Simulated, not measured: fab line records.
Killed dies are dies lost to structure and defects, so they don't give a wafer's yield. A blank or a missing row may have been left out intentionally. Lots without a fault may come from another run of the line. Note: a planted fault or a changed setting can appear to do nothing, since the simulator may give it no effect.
A struck lot beside a sound one | flow n5Finfet | 27 steps out of a route of 1938
Sound: wafers L425.1, L425.2, L425.5. Struck: wafer L421.5; the same lot's L421.3 was not struck, so it is left out; see the end for the cause.
Per side, at each step with rows, come the tool, then ch with its chambers, and then its first start. Under that, the readings that differ: sound wafers | struck wafers | difference of the means | sigmas: that difference in standard deviations of wafers without a fault.
alike: words and numbers the same on both sides, and readings whose means are apart by under 2 such deviations; not compared: readings that were withheld, readings missing a value for some wafer, numbers with overlapping values and no deviation given by the record, and bounds like >300 which may hide the same value.
A row with sigmas, a row that says differs or no value, or rows on one side alone: a step with any of these is where the two part. Non-overlapping numbers with no deviation appear without sigmas and do not part them. A reading that every wafer of one side lacks parts them only if that side has two wafers or more.

N5_SD_EPI_N_EPI_MEAS_23:
  struck on filmMetro-02, day 6 03:27; sound on filmMetro-01, day 7 02:27
  alike: thkNm
then, 3 steps without rows for these wafers: N5_SD_EPI_N_PRECLEAN_24 (cleans in O3/DIW, time 60 s); N5_SD_EPI_N_SRD_25 (time 30 s); N5_SD_EPI_N_PRECLEAN_49 (cleans in NF3:NH3, afs cycles 1, time 20 s, sublimation time 60 s).
N5_SD_EPI_N_LINER_46: material SiNx, target thk 3 nm.
  sound on aldSin-02 ch 0,2,3, day 7 02:57; struck on aldSin-04 ch 0, day 6 03:45
reading          | sound       | struck | difference | sigmas
heaterPowerW (W) | 879 852 900 | 686    | -191       | -3
N5_SD_EPI_N_INSPECT_26: inspects for defects (darkfield).
  struck on defectInspect-01, day 6 04:00; sound on defectInspect-01, day 7 03:12
  alike: rawDefectCount
then, 6 steps without rows for these wafers: N5_SD_EPI_P_COAT_34 (time 60 s, resist thk 350 nm); N5_SD_EPI_P_COAT_35 (time 60 s, resist thk 35 nm); N5_SD_EPI_P_COAT_03 (resist thk 150 nm); N5_SD_EPI_P_EBR_05; N5_SD_EPI_P_SOFTBAKE_04 (time 60 s); N5_SD_EPI_P_EXPOSE_06 (exposes mask SD P BLK, target cd 240 nm).
N5_SD_EPI_P_PEB_07: peb time 60 s.
  sound on lithoTrack-05 ch 0, day 7 03:32; struck on lithoTrack-01 ch 0, day 6 04:20
reading               | sound             | struck | difference | sigmas
heaterPowerTotalW (W) | 177.5 175.5 177.3 | 200.0  | +23.2      | +15
then, 1 step without rows for these wafers: N5_SD_EPI_P_DEVELOP_08 (develop time 30 s).
N5_SD_EPI_P_CD_MEAS_09: the cd target is 240 nm.
  sound on cdSem-03 ch 0, day 7 03:36; struck on cdSem-01 ch 0, day 6 04:24
reading   | sound             | struck | difference | sigmas
cdNm (nm) | 240.7 240.3 240.1 | 232.9  | -7.5       | -12
N5_SD_EPI_P_OVL_MEAS_10:
  sound on overlay-01 ch 0, day 7 03:38; struck on overlay-01 ch 0, day 6 04:26
  alike: SD_P_BLK_OVL
N5_SD_EPI_P_INSPECT_11: inspects for defects (macro).
  struck on defectInspect-01, day 6 04:27; sound on defectInspect-01, day 7 03:39
reading        | sound | struck | difference | sigmas
rawDefectCount | 4 4 1 | 0      | -3         | -2
N5_SD_EPI_P_DESCUM_14: chemistry O2, time 7.9 s.
  sound on rieDiel-06 ch 1,3, day 7 03:41; struck on rieDiel-01 ch 3, day 6 04:32
reading                  | sound             | struck | difference | sigmas
drypumpMotorCurrentA (A) | 5.9 6.6 6.6       | 4.7    | -1.7       | -4
rfFwdPowerW (W)          | 49.24 49.34 49.03 | 49.79  | +0.59      | +3
model.SD_EPI_P.cdNm (nm) | 240.4 240.6 240   | 232.6  | -7.7       | 
  alike: oesProductAu, rfVppV, showerheadPlenumPTorr, throttleValvePct
  not compared: rfHoursCounterH
N5_SD_EPI_P_ETCH_36: etches SiARC in CF4, target depth 45.5 nm, time 75.8 s.
  sound on rieDiel-06 ch 1,3, day 7 03:43; struck on rieDiel-01 ch 3, day 6 04:34
reading                      | sound             | struck | difference | sigmas
drypumpMotorCurrentA (A)     | 5.9 6.6 6.6       | 4.7    | -1.7       | -4
rfFwdPowerW (W)              | 536.4 539.7 538.4 | 542.5  | +4.3       | +2
showerheadPlenumPTorr (Torr) | 2.09 2.26 2.26    | 2.08   | -0.12      | -2
  alike: biasW, etchRfOnTimeS, oesProductAu, rfVppV, throttleValvePct
  not compared: rfHoursCounterH
N5_SD_EPI_P_ETCH_37: etches SOC in N2/H2, overetch 108 nm, time 486 s.
  sound on rieDiel-06 ch 1,3, day 7 03:47; struck on rieDiel-01 ch 3, day 6 04:38
reading                  | sound       | struck | difference | sigmas
drypumpMotorCurrentA (A) | 5.9 6.6 6.6 | 4.7    | -1.7       | -4
  alike: biasW, n2FlowSccm, oesProductAu, rfFwdPowerW, rfVppV, showerheadPlenumPTorr, throttleValvePct
  not compared: rfHoursCounterH
then, 1 step without rows for these wafers: N5_SD_EPI_P_STRIP_38 (strips in N2/H2).
N5_SD_EPI_P_ETCHBACK_46: etches SiNx in CH3F/O2, stops on SiO2, target depth 17.5 nm.
  sound on rieDiel-06 ch 1,3, day 7 04:06; struck on rieDiel-01 ch 3, day 6 04:57
reading                      | sound          | struck | difference | sigmas
drypumpMotorCurrentA (A)     | 5.9 6.6 6.7    | 4.7    | -1.7       | -4
showerheadPlenumPTorr (Torr) | 1.95 2.12 2.12 | 1.94   | -0.12      | -2
  alike: CH3F_flow_sccm, biasW, oesProductAu, rfFwdPowerW, rfVppV, throttleValvePct
  not compared: rfHoursCounterH
N5_SD_EPI_P_ETCH_47: etches SiOCN in CH3F/O2, target depth 25 nm.
  sound on rieDiel-06 ch 1,3, day 7 04:12; struck on rieDiel-01 ch 3, day 6 05:03
reading                      | sound          | struck | difference | sigmas
drypumpMotorCurrentA (A)     | 5.9 6.6 6.6    | 4.7    | -1.7       | -4
showerheadPlenumPTorr (Torr) | 1.95 2.12 2.12 | 1.94   | -0.12      | -2
  alike: CH3F_flow_sccm, biasW, oesProductAu, rfFwdPowerW, rfVppV, throttleValvePct
  not compared: rfHoursCounterH
then, 2 steps without rows for these wafers: N5_SD_EPI_P_ETCH_16 (etches SiO2 in CHF3/O2, target depth 5 nm); N5_SD_EPI_P_STRIP_50 (strips in CHF3/O2).
N5_SD_EPI_P_SD_RECESS_17: chemistry HBr/Cl2/O2, target depth 39.1 nm, bt time 3 s.
  sound on rieSi-03 ch 0,1,2, day 7 04:22; struck on rieSi-05 ch 2, day 6 05:13
reading                  | sound             | struck | difference | sigmas
model.SD_EPI_P.cdNm (nm) | 240.6 240.2 239.4 | 231    | -9         | 
  alike: biasW, drypumpMotorCurrentA, oesProductAu, rfFwdPowerW, throttleValvePct
  not compared: rfHoursCounterH
then, 1 step without rows for these wafers: N5_SD_EPI_P_WET_ETCH_45 (etches SiO2 in dHF, time 10.7 s, target depth 2 nm, rinse time 30 s).

WHERE THEY PART
First at N5_SD_EPI_N_LINER_46; last, within this record, at N5_SD_EPI_P_ETCH_47. Later steps at which nothing parts them and some readings are alike: N5_SD_EPI_P_SD_RECESS_17.

WHY: what the simulator had put in
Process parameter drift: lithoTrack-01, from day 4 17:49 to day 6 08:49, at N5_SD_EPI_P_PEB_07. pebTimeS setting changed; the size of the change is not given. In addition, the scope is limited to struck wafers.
